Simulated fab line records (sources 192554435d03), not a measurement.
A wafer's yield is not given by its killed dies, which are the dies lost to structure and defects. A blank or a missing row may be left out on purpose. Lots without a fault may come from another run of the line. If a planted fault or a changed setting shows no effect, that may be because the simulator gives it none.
fab line records	flow n5Finfet
[record] lots = 10	wafers = 29	lastDay = 20
route steps=1938 shown BEOL_M5@1154 PAD_METAL@1896 PASSIVATION@1910
lots untouched by any fault: they come from a run of this same line in which no faults occurred
startH: the number of hours between the record's first day and the start of the first shown wafer of the lot	waitH: time in hours since the lot's previous step	" as in the row above	L1.1+2: a single row standing in for several wafers	- no value present, or no start provided	* or withheld: withheld	< > ~ a bound
route shown NAME@n: NAME is a module with steps in the file, n the number in the route of the first one	usual: mean and standard deviation over wafers with no fault	same: alike in all rows	chamber/n: place in a boat	sites: the reading at each site	_std_site: the values' standard deviation	_edge_site: inner sites' mean taken away from outer sites' mean	radiusMm: for every site, how far away it sits from the centre of the wafer	mask NAME#n: copy n	behind: the tool/chamber that last shaped the wafer	hold: the reason the lot was held/the length of the hold in hours/how it ended	device: names the non-switching transistor (n, p or np)	end of line: tests of these same wafers at the route's end	a step given without rows: its recipe and nothing more	killed: at the first sort, the dies lost to defects and structure; wafer yield is something else	map: a wafer's dies, marking killed ones x, the rest . and places with no die _
set.NAME: the run value of the setting; set.NAME@STEP: its run value at that earlier step	model.NAME: the simulator's own value behind a step, which no gauge read
a sample of lots followed through the steps of the route, with each step as a table and each wafer as a row
services: the hour from which a tool's chamber was out of use, counted from the record's first day as startH (under 0 if before that day), plus the number of hours and why
[[steps]]
[step N5_BEOL_M5_ETCH_68]
[recipe] chemistry = N2/H2	target = SOC	targetDepthA = 800	overetchA = 160	maskMaterial = SiARC	tempC = 40	timeS = 120	ionEnergyEv = 200	pressureMtorr = 30	sourceW = 840	biasW = 150	n2FlowSccm = 200	h2FlowSccm = 200
[usual] chamberPressureMTorr = 30.001/0.027	drypumpMotorCurrentA = 5.9/0.36	oesProductAu = 0.62/0.054	rfVppV = 523.0/2.9	showerheadPlenumPTorr = 2.51/0.1	throttleValvePct = 17.69/0.27
lot.wafer	tool	chamber	startH	waitH	chamberPressureMTorr	drypumpMotorCurrentA	oesProductAu	rfHoursCounterH	rfVppV	showerheadPlenumPTorr	throttleValvePct
L387.3	rieDiel-01	2	236.75	0.0	29.997	6.0	0.70	14	526.4	2.61	17.55
L387.4	"	3	"	"	29.998	6.3	0.58	171	526.9	2.65	18.16
L387.6	"	2	"	"	30.019	6.0	0.70	-	523.7	2.61	17.55
L386.1	rieDiel-04	2	243.82	0.0	30.050	5.9	0.67	44	522.6	2.48	17.66
L386.5	"	1	"	"	30.008	6.3	0.70	-	525.1	2.59	17.88
L386.6	"	2	"	"	30.003	5.9	0.67	-	522.5	2.48	17.66
L388.1	rieDiel-04	3	244.24	0.0	30.013	5.2	0.64	59	525.7	2.59	17.77
L388.5	"	1	"	"	29.986	6.4	0.71	-	526.9	2.59	17.89
L388.6	"	0	"	"	30.036	5.7	0.55	-	521.7	2.53	17.71
L390.1	rieDiel-01	1	244.42	0.0	29.975	6.1	0.58	132	521.4	2.45	17.90
L390.2	"	2	"	"	30.023	6.0	0.69	17	526.4	2.61	17.56
L390.4	"	0	"	"	30.036	6.1	0.59	120	518.6	2.36	18.08
L389.2	rieDiel-04	3	260.97	0.0	30.008	5.2	0.64	63	524.1	2.58	17.76
L389.3	"	1	"	"	29.959	6.3	0.70	15	525.0	2.59	17.90
L389.6	"	1	"	"	30.005	6.3	0.70	-	527.1	2.59	17.90
L391.4	rieDiel-01	0	266.21	0.0	29.965	6.1	0.59	-	517.7	2.35	18.08
L391.5	"	2	"	"	29.985	6.0	0.68	-	525.7	2.61	17.57
L391.6	"	3	"	"	29.931	6.3	0.58	-	525.6	2.65	18.19
L393.2	rieDiel-06	1	285.12	0.0	29.974	5.7	0.76	2	525.7	2.60	17.35
L393.6	"	0	"	"	30.065	5.9	0.65	-	521.8	2.48	17.24
L396.2	rieDiel-04	2	294.59	0.0	30.003	5.9	0.66	59	522.4	2.47	17.70
L396.3	"	1	"	"	30.015	6.4	0.68	27	524.9	2.59	17.94
L396.6	"	1	"	"	30.017	6.3	0.68	-	525.3	2.59	17.93
L402.1	rieDiel-06	1	341.69	0.0	30.016	5.7	0.71	20	524.7	2.59	17.40
L402.4	"	2	"	"	30.048	5.2	0.66	33	524.3	2.59	17.49
L402.5	"	0	"	"	30.048	5.9	0.64	-	523.6	2.47	17.28
L408.3	rieDiel-01	2	378.44	0.0	30.017	6.0	0.64	58	525.3	2.59	17.61
L408.4	"	3	"	"	29.963	6.3	0.56	215	526.7	2.63	18.25
L408.5	"	0	"	"	30.021	6.1	0.57	-	517.9	2.34	18.15
[step N5_PASSIVATION_AL_DEP_21]
[recipe] material = Al	targetThkA = 28000	tempC = 400	timeS = 170	powerW = 30000	chamberPressurePa = 0.4	gas = Ar
[usual] throttleValvePct = 29.7/0.89
lot.wafer	tool	chamber	startH	waitH	throttleValvePct
L387.3	pvdSputter-03	-	335.23	0.1	30.1
L387.4	"	-	"	"	30.7
L387.6	"	-	"	"	30.9
L386.1	pvdSputter-01	-	337.56	0.1	29.4
L386.5	"	-	"	"	28.4
L386.6	"	-	"	"	29.5
L388.1	pvdSputter-03	-	343.06	0.1	29.8
L388.5	"	-	"	"	31.0
L388.6	"	-	"	"	29.8
L390.1	pvdSputter-02	-	343.99	0.1	30.4
L390.2	"	-	"	"	30.6
L390.4	"	-	"	"	29.1
L389.2	pvdSputter-03	-	357.31	0.1	30.5
L389.3	"	-	"	"	30.4
L389.6	"	-	"	"	29.8
L391.4	pvdSputter-01	-	364.66	0.1	28.5
L391.5	"	-	"	"	28.7
L391.6	"	-	"	"	29.5
L393.2	pvdSputter-02	-	380.10	0.1	28.9
L393.6	"	-	"	"	28.9
L396.2	pvdSputter-01	-	385.59	0.1	28.6
L396.3	"	-	"	"	29.5
L396.6	"	-	"	"	29.5
L402.1	pvdSputter-03	-	438.76	0.1	30.7
L402.4	"	-	"	"	29.9
L402.5	"	-	"	"	28.6
L408.3	pvdSputter-02	-	478.61	0.1	30.8
L408.4	"	-	"	"	30.7
L408.5	"	-	"	"	30.9
[step N5_PASSIVATION_ETCH_59]
[recipe] chemistry = Cl2/BCl3	target = TaN	targetDepthA = 650	timeS = 34.9	ionEnergyEv = 100	pressureMtorr = 10	icpW = 900	biasW = 100	Cl2_flow_sccm = 60	bcl3FlowSccm = 30
[usual] chamberPressureMTorr = 10.000/0.0095	drypumpMotorCurrentA = 5.7/0.48	oesProductAu = 0.78/0.063	throttleValvePct = 21.08/0.28
lot.wafer	tool	chamber	startH	waitH	chamberPressureMTorr	drypumpMotorCurrentA	oesProductAu	rfHoursCounterH	throttleValvePct
L387.3	rieMetal-01	1	336.44	0.2	10.011	5.1	0.86	-	21.06
L387.4	"	0	"	"	10.002	5.8	0.77	-	20.94
L387.6	"	1	"	"	10.002	5.1	0.86	-	21.07
L386.1	rieMetal-03	1	339.56	0.3	9.995	5.7	0.63	105	20.87
L386.5	"	1	"	"	9.989	5.7	0.64	-	20.88
L386.6	"	0	"	"	9.999	6.6	0.74	-	21.25
L388.1	rieMetal-01	0	344.23	0.3	10.006	5.7	0.76	38	20.93
L388.5	"	0	"	"	10.003	5.8	0.76	-	20.95
L388.6	"	1	"	"	10.009	5.1	0.85	-	21.05
L390.1	rieMetal-01	1	345.03	0.3	10.002	5.1	0.85	25	21.05
L390.2	"	0	"	"	9.979	5.7	0.75	38	20.93
L390.4	"	0	"	"	10.001	5.7	0.77	-	20.92
L389.2	rieMetal-01	0	358.36	0.3	9.984	5.7	0.75	40	20.95
L389.3	"	0	"	"	10.006	5.7	0.75	-	20.95
L389.6	"	0	"	"	10.007	5.8	0.75	-	20.96
L391.4	rieMetal-02	1	365.73	0.2	9.984	5.3	0.80	-	21.40
L391.5	"	0	"	"	9.996	5.7	0.75	-	20.65
L391.6	"	1	"	"	10.013	5.3	0.80	-	21.39
L393.2	rieMetal-02	0	381.15	0.3	10.009	5.7	0.75	38	20.66
L393.6	"	1	"	"	10.007	5.2	0.79	-	21.42
L396.2	rieMetal-03	1	386.77	0.3	9.980	5.7	0.93	2	20.77
L396.3	"	0	"	"	9.995	6.6	0.73	-	21.26
L396.6	"	0	"	"	10.005	6.6	0.73	-	21.24
L402.1	rieMetal-01	1	439.93	0.3	10.008	5.1	0.82	33	21.07
L402.4	"	1	"	"	9.993	5.1	0.83	-	21.07
L402.5	"	0	"	"	10.000	5.8	0.73	-	20.96
L408.3	rieMetal-02	1	480.15	0.2	10.006	5.2	0.76	-	21.44
L408.4	"	0	"	"	9.998	5.7	0.74	-	20.65
L408.5	"	0	"	"	10.006	5.7	0.73	-	20.66
[step N5_PASSIVATION_DESCUM_46]
[recipe] chemistry = O2	timeS = 7.9	sourcePowerW = 50	biasPowerW = 20	pressureMtorr = 20	rfFrequencyHz = 2.712e+07	tempC = 40	o2FlowSccm = 225
[usual] chamberPressureMTorr = 19.998/0.018	drypumpMotorCurrentA = 5.8/0.53	oesProductAu = 0.82/0.066	rfVppV = 243.2/1.4	showerheadPlenumPTorr = 2.10/0.086	throttleValvePct = 20.3/0.31
lot.wafer	tool	chamber	startH	waitH	chamberPressureMTorr	drypumpMotorCurrentA	oesProductAu	rfHoursCounterH	rfVppV	showerheadPlenumPTorr	throttleValvePct
L387.3	rieDiel-05	1	338.97	1.2	19.999	5.2	0.92	14	242.7	2.04	19.8
L387.4	"	1	"	"	19.944	5.2	0.92	-	242.3	2.04	19.8
L387.6	"	0	"	"	19.974	6.4	0.90	-	245.5	2.22	20.5
L386.1	rieDiel-02	0	341.21	0.4	20.022	5.3	0.78	97	244.7	2.19	20.4
L386.5	"	2	"	"	19.985	6.4	0.72	-	242.6	1.99	20.5
L386.6	"	3	"	"	20.009	6.8	0.75	-	243.9	2.21	20.8
L388.1	rieDiel-05	1	345.96	0.3	19.986	5.2	0.92	18	242.6	2.04	19.8
L388.5	"	2	"	"	19.996	5.8	0.77	-	241.8	2.10	20.2
L388.6	"	1	"	"	20.021	5.2	0.90	-	242.0	2.04	19.8
L390.1	rieDiel-03	2	346.53	0.2	19.990	5.7	0.87	60	244.8	2.22	20.4
L390.2	"	3	"	"	19.999	6.0	0.88	51	243.8	2.22	20.2
L390.4	"	0	"	"	19.988	5.0	0.88	21	243.8	2.05	20.0
L389.2	rieDiel-02	1	359.77	0.2	19.991	5.6	0.82	89	241.2	2.04	20.2
L389.3	"	0	"	"	20.001	5.3	0.77	103	244.0	2.18	20.5
L389.6	"	2	"	"	19.992	6.5	0.72	-	242.0	1.99	20.6
L391.4	rieDiel-05	3	367.57	0.6	20.006	5.3	0.99	2	243.0	2.06	19.8
L391.5	"	1	"	"	20.008	5.1	0.90	-	243.5	2.04	19.8
L391.6	"	0	"	"	20.003	6.4	0.87	-	246.0	2.21	20.6
L393.2	rieDiel-05	1	382.66	0.1	19.993	5.2	0.88	30	241.8	2.03	19.8
L393.6	"	0	"	"	19.999	6.4	0.87	-	245.3	2.21	20.6
L396.2	rieDiel-03	2	388.24	0.1	19.969	5.8	0.86	73	246.7	2.22	20.4
L396.3	"	3	"	"	19.983	5.9	0.87	63	245.9	2.21	20.2
L396.6	"	3	"	"	19.989	5.9	0.86	-	245.6	2.21	20.2
L402.1	rieDiel-05	1	441.19	0.0	19.996	5.1	0.86	51	241.4	2.03	19.9
L402.4	"	2	"	"	19.996	5.8	0.74	170	242.5	2.08	20.2
L402.5	"	3	"	"	20.006	5.3	0.90	-	243.1	2.05	19.9
L408.3	rieDiel-03	1	481.53	0.0	19.989	6.3	0.74	165	242.7	1.99	20.8
L408.4	"	0	"	"	20.020	5.0	0.81	65	243.0	2.04	20.1
L408.5	"	0	"	"	19.977	5.0	0.81	-	241.5	2.04	20.1
[step N5_PASSIVATION_PROBE_49]
[usual] defectLimitedYield = 91.2/1.6	killed_at_M0_to_M3 = 33/11	killed_at_M4_up = 14/5	killedAtContacts = 12/5.8	killedAtFrontEnd = 41/12	killedAtOther = 3.5/2.9	killedDies = 104/19	killedOnRim = 13/4.2	killedOpen = 68/14	killedShort = 34/8.8	sort_bin_4_leakage = 0.00/0.017	sort_bin_5_function = 5.2/1.1	sort_bin_6_memory = 3.2/0.71	sortNPass = 1076/19	sortYieldPct = 91.2/1.6
[same] grossDies = 1180	killedAtBackSide = 0	sort_bin_8_speed[%] = 0
lot.wafer	tool	chamber	startH	waitH	defectLimitedYield[%]	killed_at_M0_to_M3	killed_at_M4_up	killedAtContacts	killedAtFrontEnd	killedAtOther	killedDies	killedOnRim	killedOpen	killedShort	sort_bin_4_leakage[%]	sort_bin_5_function[%]	sort_bin_6_memory[%]	sortNPass	sortYieldPct[%]
L387.3	prober-01	-	342.13	0.1	94.1	29	10	8	19	4	70	12	51	19	0	3.2	2.7	1110	94.1
L387.4	prober-01	-	342.18	0.2	91.5	48	13	2	33	4	100	7	60	39	0	4.5	3.6	1080	91.5
L387.6	prober-01	-	342.28	0.3	92.2	49	8	7	25	3	92	15	58	30	0	4.2	2.9	1088	92.2
L388.1	prober-01	-	349.00	0.0	90.1	30	14	12	54	7	117	19	79	35	0	5.7	4.0	1063	90.1
L388.5	prober-01	-	349.20	0.2	91.4	37	13	5	45	1	101	9	61	39	0	4.7	3.5	1079	91.4
L388.6	prober-01	-	349.25	0.3	91.0	23	8	13	56	6	106	18	66	40	0	5.7	3.0	1074	91.0
L390.1	prober-02	-	350.63	0.0	91.7	23	11	7	57	0	98	11	58	38	0	5.2	2.5	1082	91.7
L390.2	prober-02	-	350.68	0.1	90.9	35	9	10	52	1	107	19	59	45	0	5.5	3.2	1073	90.9
L390.4	prober-02	-	350.78	0.2	89.7	37	29	16	40	0	122	19	75	37	0	5.6	3.8	1058	89.7
L389.2	prober-01	-	362.87	0.1	92.7	25	20	19	21	1	86	13	60	25	0	4.0	3.1	1094	92.7
L389.3	prober-01	-	362.92	0.1	91.8	32	9	29	27	0	97	13	71	26	0	4.7	3.2	1083	91.8
L389.6	prober-01	-	363.07	0.3	91.3	35	22	19	24	3	103	13	72	31	0	5.3	3.2	1077	91.3
L391.4	prober-02	-	370.76	0.2	90.3	26	14	15	57	3	115	16	79	36	0	5.7	3.7	1065	90.3
L391.5	prober-02	-	370.81	0.2	91.1	18	20	14	49	4	105	9	76	27	0	5.7	2.7	1075	91.1
L391.6	prober-02	-	370.86	0.3	88.9	34	16	11	59	11	131	12	100	31	0	6.9	3.8	1049	88.9
L396.2	prober-02	-	391.33	0.1	91.2	22	20	12	45	5	104	16	59	45	0	5.7	2.7	1076	91.2
L396.3	prober-02	-	391.38	0.1	91.6	45	13	8	29	4	99	12	60	39	0	5.0	3.0	1081	91.6
L396.6	prober-02	-	391.53	0.3	92.7	26	12	15	32	1	86	9	61	25	0	5.0	2.1	1094	92.7
L402.1	prober-01	-	444.24	0.0	92.0	23	21	8	35	7	94	16	61	33	0	4.4	3.1	1086	92.0
L402.4	prober-01	-	444.39	0.2	93.8	17	10	13	31	2	73	7	53	19	0	3.7	2.3	1107	93.8
L402.5	prober-01	-	444.44	0.2	84.3	24	110	13	35	3	185	32	63	30	0	8.3	4.1	995	84.3
// killed by level:class
L387.3 STI_FIN_REVEAL:geometricParticle:open=10 BEOL_M2:geometricParticle:open=8 BEOL_M0_SAQP:geometricParticle:short=7 BEOL_M1:geometricParticle:open=7 MOL_CONTACT_COAG:geometricParticle:open=6 BEOL_M4:geometricParticle:open=4 BEOL_M3:geometricParticle:open=3 DUMMY_GATE:geometricParticle:open=3
L387.4 BEOL_M1:geometricParticle:open=11 FIN_SAQP:geometricParticle:open=10 BEOL_M0_SAQP:geometricParticle:short=10 BEOL_M0_SAQP:geometricParticle:open=8 FIN_SAQP:geometricParticle:short=7 BEOL_M1:geometricParticle:short=6 STARTING-WAFER:geometricParticle:open=5 STARTING-WAFER:geometricParticle:short=4
L387.6 BEOL_M2:geometricParticle:open=15 BEOL_M0_SAQP:geometricParticle:open=10 BEOL_M0_SAQP:geometricParticle:short=8 FIN_SAQP:geometricParticle:open=7 BEOL_M1:geometricParticle:open=5 STI_FIN_REVEAL:geometricParticle:short=4 MOL_CONTACT_COAG:geometricParticle:open=4 BEOL_M4:geometricParticle:open=4
L388.1 STI_FIN_REVEAL:geometricParticle:open=13 FIN_SAQP:geometricParticle:short=10 DUMMY_GATE:geometricParticle:open=8 MOL_CONTACT_COAG:geometricParticle:open=8 BEOL_M0_SAQP:geometricParticle:open=7 BEOL_M3:geometricParticle:open=7 BEOL_M2:geometricParticle:open=6 BEOL_M1:geometricParticle:open=5
L388.5 BEOL_M2:geometricParticle:open=10 FIN_SAQP:geometricParticle:short=8 BEOL_M0_SAQP:geometricParticle:short=8 FIN_SAQP:geometricParticle:open=7 BEOL_M4:geometricParticle:open=7 GATE_CUT:geometricParticle:open=6 BEOL_M1:geometricParticle:open=6 STARTING-WAFER:geometricParticle:short=6
L388.6 FIN_SAQP:geometricParticle:short=17 FIN_SAQP:geometricParticle:open=13 MOL_CONTACT_COAG:geometricParticle:open=11 STI_FIN_REVEAL:geometricParticle:open=7 BEOL_M2:geometricParticle:open=7 BEOL_M4:geometricParticle:open=6 BEOL_M2:geometricParticle:short=5 BEOL_M1:geometricParticle:open=4
L390.1 FIN_SAQP:geometricParticle:short=15 FIN_SAQP:geometricParticle:open=11 GATE_CUT:geometricParticle:short=6 BEOL_M2:geometricParticle:open=6 STI_FIN_REVEAL:geometricParticle:open=5 MOL_CONTACT_COAG:geometricParticle:open=5 STARTING-WAFER:geometricParticle:short=5 BEOL_M0_SAQP:geometricParticle:open=4
L390.2 FIN_SAQP:geometricParticle:short=20 FIN_SAQP:geometricParticle:open=11 MOL_CONTACT_COAG:geometricParticle:open=9 BEOL_M0_SAQP:geometricParticle:short=8 BEOL_M0:geometricParticle:open=6 BEOL_M0_SAQP:geometricParticle:open=6 STI_FIN_REVEAL:geometricParticle:open=4 BEOL_M3:geometricParticle:open=4
L390.4 BEOL_M4:geometricParticle:open=17 MOL_CONTACT_COAG:geometricParticle:open=11 BEOL_M2:geometricParticle:open=11 FIN_SAQP:geometricParticle:short=8 HKMG_FIN:areaEtch=7 BEOL_M1:geometricParticle:open=6 BEOL_M3:geometricParticle:open=6 DUMMY_GATE:geometricParticle:open=5
L389.2 MOL_CONTACT_COAG:geometricParticle:open=14 BEOL_M4:geometricParticle:open=11 BEOL_M0_SAQP:geometricParticle:short=8 BEOL_M1:geometricParticle:open=7 GATE_CUT:geometricParticle:short=6 BEOL_M0_SAQP:geometricParticle:open=6 STARTING-WAFER:geometricParticle:open=5 STI_FIN_REVEAL:geometricParticle:open=4
L389.3 MOL_CONTACT_COAG:geometricParticle:open=20 STI_FIN_REVEAL:geometricParticle:open=11 BEOL_M1:geometricParticle:open=10 MOL_CONTACT_COAG:geometricParticle:short=9 BEOL_M0_SAQP:geometricParticle:open=7 BEOL_M2:geometricParticle:open=7 BEOL_M4:geometricParticle:open=5 FIN_SAQP:geometricParticle:open=4
L389.6 MOL_CONTACT_COAG:geometricParticle:open=12 BEOL_M4:geometricParticle:open=11 BEOL_M0_SAQP:geometricParticle:short=9 MOL_CONTACT_COAG:geometricParticle:short=7 BEOL_M0_SAQP:geometricParticle:open=7 FIN_SAQP:geometricParticle:open=6 BEOL_M1:geometricParticle:open=5 BEOL_M5:geometricParticle:open=5
L391.4 STI_FIN_REVEAL:geometricParticle:open=17 FIN_SAQP:geometricParticle:open=13 BEOL_M4:geometricParticle:open=11 MOL_CONTACT_COAG:geometricParticle:open=10 BEOL_M3:geometricParticle:open=8 GATE_CUT:geometricParticle:short=6 MOL_CONTACT_COAG:geometricParticle:short=5 BEOL_M0_SAQP:geometricParticle:open=5
L391.5 STI_FIN_REVEAL:geometricParticle:open=20 MOL_CONTACT_COAG:geometricParticle:open=10 BEOL_M0_SAQP:geometricParticle:open=7 BEOL_M4:geometricParticle:open=7 DUMMY_GATE:geometricParticle:open=6 ILD0:geometricParticle:short=5 GATE_CUT:geometricParticle:open=5 BEOL_M4:geometricParticle:short=5
L391.6 FIN_SAQP:geometricParticle:open=21 STI_FIN_REVEAL:geometricParticle:open=19 BEOL_M2:geometricParticle:open=11 BEOL_M4:geometricParticle:open=9 MOL_CONTACT_COAG:geometricParticle:open=7 BEOL_M3:geometricParticle:open=7 BEOL_M1:geometricParticle:short=5 MIM_BOT:geometricParticle:short=5
L396.2 FIN_SAQP:geometricParticle:short=11 MOL_CONTACT_COAG:geometricParticle:open=9 BEOL_M4:geometricParticle:open=9 FIN_SAQP:geometricParticle:open=7 STI_FIN_REVEAL:geometricParticle:open=7 BEOL_M0_SAQP:geometricParticle:short=7 BEOL_M1:geometricParticle:open=6 BEOL_M4:geometricParticle:short=4
L396.3 BEOL_M0_SAQP:geometricParticle:open=10 BEOL_M3:geometricParticle:short=10 BEOL_M3:geometricParticle:open=10 FIN_SAQP:geometricParticle:short=6 FIN_SAQP:geometricParticle:open=6 MOL_CONTACT_COAG:geometricParticle:open=6 BEOL_M0_SAQP:geometricParticle:short=5 DUMMY_GATE:geometricParticle:open=4
L396.6 MOL_CONTACT_COAG:geometricParticle:open=13 FIN_SAQP:geometricParticle:open=10 BEOL_M0_SAQP:geometricParticle:short=7 BEOL_M4:geometricParticle:open=7 STI_FIN_REVEAL:geometricParticle:open=6 BEOL_M0_SAQP:geometricParticle:open=5 FIN_SAQP:geometricParticle:short=4 BEOL_M3:geometricParticle:short=4
L402.1 STI_FIN_REVEAL:geometricParticle:open=7 MOL_CONTACT_COAG:geometricParticle:open=7 BEOL_M4:geometricParticle:open=7 FIN_SAQP:geometricParticle:open=6 BEOL_M0_SAQP:geometricParticle:open=6 FIN_SAQP:geometricParticle:short=5 GATE_CUT:geometricParticle:short=5 BEOL_M3:geometricParticle:open=5
L402.4 STI_FIN_REVEAL:geometricParticle:open=12 MOL_CONTACT_COAG:geometricParticle:open=11 BEOL_M3:geometricParticle:open=4 BEOL_M3:geometricParticle:short=4 FIN_SAQP:geometricParticle:short=3 BEOL_M5:geometricParticle:open=3 BEOL_M1:geometricParticle:open=3 BEOL_M4:geometricParticle:open=3
L402.5 BEOL_M5:unspecified=92 MOL_CONTACT_COAG:geometricParticle:open=11 BEOL_M3:geometricParticle:open=11 FIN_SAQP:geometricParticle:open=9 FIN_SAQP:geometricParticle:short=6 STI_FIN_REVEAL:geometricParticle:open=5 BEOL_M5:geometricParticle:open=5 BEOL_M1:geometricParticle:open=4
[[services]]
tool	chamber	startH	hours	kind
rieDiel-03	2	231.55	11.5	repair
pvdSputter-02	-	257.78	8.9	repair
rieDiel-01	1	259.69	10.5	repair
rieDiel-04	3	278.30	9.8	repair
rieDiel-03	2	283.66	7.7	repair
rieMetal-02	-	284.23	2.8	pm
rieMetal-01	-	313.21	2.8	pm
pvdSputter-02	-	325.03	0.5	repair
rieDiel-04	0	327.20	4.9	repair
rieDiel-05	2	330.50	5.1	repair
pvdSputter-02	-	345.96	8.9	repair
rieMetal-02	-	384.25	0.3	repair
pvdSputter-03	-	388.30	6.5	repair
rieDiel-01	3	415.83	13.0	repair
rieDiel-01	2	421.82	7.1	repair
pvdSputter-03	-	424.16	2.9	repair
rieMetal-01	-	426.23	1.7	repair
rieDiel-03	0	432.16	6.3	repair
rieDiel-05	-	439.66	0.5	repair
pvdSputter-03	-	442.26	2.5	repair
rieMetal-01	1	442.99	6.2	repair
pvdSputter-01	-	444.36	2.9	repair
rieDiel-03	1	457.95	3.0	repair
rieDiel-04	3	467.58	1.7	repair
[[key]]
[firstSign] step = N5_PASSIVATION_PROBE_49	reading = killed_at_M4_up	direction = up	sigmas = 19	usual = 14	struck = 110
[effect] step = N5_PASSIVATION_PROBE_49	reading = killedDies	direction = up	sigmas = 4.2	usual = 104	struck = 185
[moreKillsBornAt] N5_BEOL_M5_ETCH_68@rieDiel-06 = 92
metAt N5_BEOL_M5_ETCH_68
struckLots L402
struckWafers L402.5
notActingAt N5_PASSIVATION_AL_DEP_21,N5_PASSIVATION_ETCH_59,N5_PASSIVATION_DESCUM_46
onsetBetween 285.12 341.69
[fault] kind = chamberParticleSource	tool = rieDiel-06	chamber = 0	onsetH = 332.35	steps = N5_BEOL_M5_ETCH_68	ratePerVisitCm2 = 1.4923	endH = 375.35
